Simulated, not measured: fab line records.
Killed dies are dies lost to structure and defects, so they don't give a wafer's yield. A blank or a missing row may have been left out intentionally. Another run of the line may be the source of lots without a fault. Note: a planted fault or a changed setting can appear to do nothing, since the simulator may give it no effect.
Chamber matching	flow n5 finfet	N5_FIN_SAQP_SPACER1_ALD_24 on ald sin-02: 4 sister chambers
The step deposits SiO2, target thk 20.3 nm, pulse time 1 s, purge time 2 s. 8 wafers are shown with their chamber, then 7 later ones without.

## EACH WAFER AND ITS CHAMBER
wafer	chamber	heater power w (W)	precursor pulse height rel
L080.6	1	503	0.984
L086.1	3	490	1.003
L089.1	0	468	1.000
L089.5	3	485	1.013
L093.5	1	507	1.000
L093.6	2	487	1.031
L094.1	0	469	1.002
L094.4	2	491	0.976

## WAFERS WHOSE CHAMBER IS MISSING
wafer	heater power w (W)	precursor pulse height rel
L094.5	484	0.988
L095.2	476	1.007
L095.3	512	1.020
L095.6	459	0.994
L097.1	500	1.027
L097.3	491	1.010
L097.6	456	1.026

## THE CHAMBER EACH PASSED THROUGH
wafer	from the rows above	in truth
L094.5	can't be placed: 3 or 2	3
L095.2	can't be placed: 0 or 3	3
L095.3	1	1
L095.6	0	0
L097.1	can't be placed: 1 or 2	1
L097.3	can't be placed: 2 or 3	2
L097.6	0	0
Correct placement for 3 of the 7. Unplaceable from these rows: 4, with the true chamber sitting among the candidates in 4. Placed wrongly: 0.
How it was worked out, from the rows above alone: a wafer's distance from a chamber is the root of the sum, over the readings, of the square of ((its reading less the chamber's mean) divided by the reading's scatter). If the next closest chamber is less than 2 further off than the closest, the wafer can't be placed; otherwise it belongs to the closest. The mean given for a chamber averages the wafers shown for that chamber. The scatter: take each reading less its chamber's mean, square it, sum over the shown wafers, divide by the number of wafers less the number of chambers, and take the root.
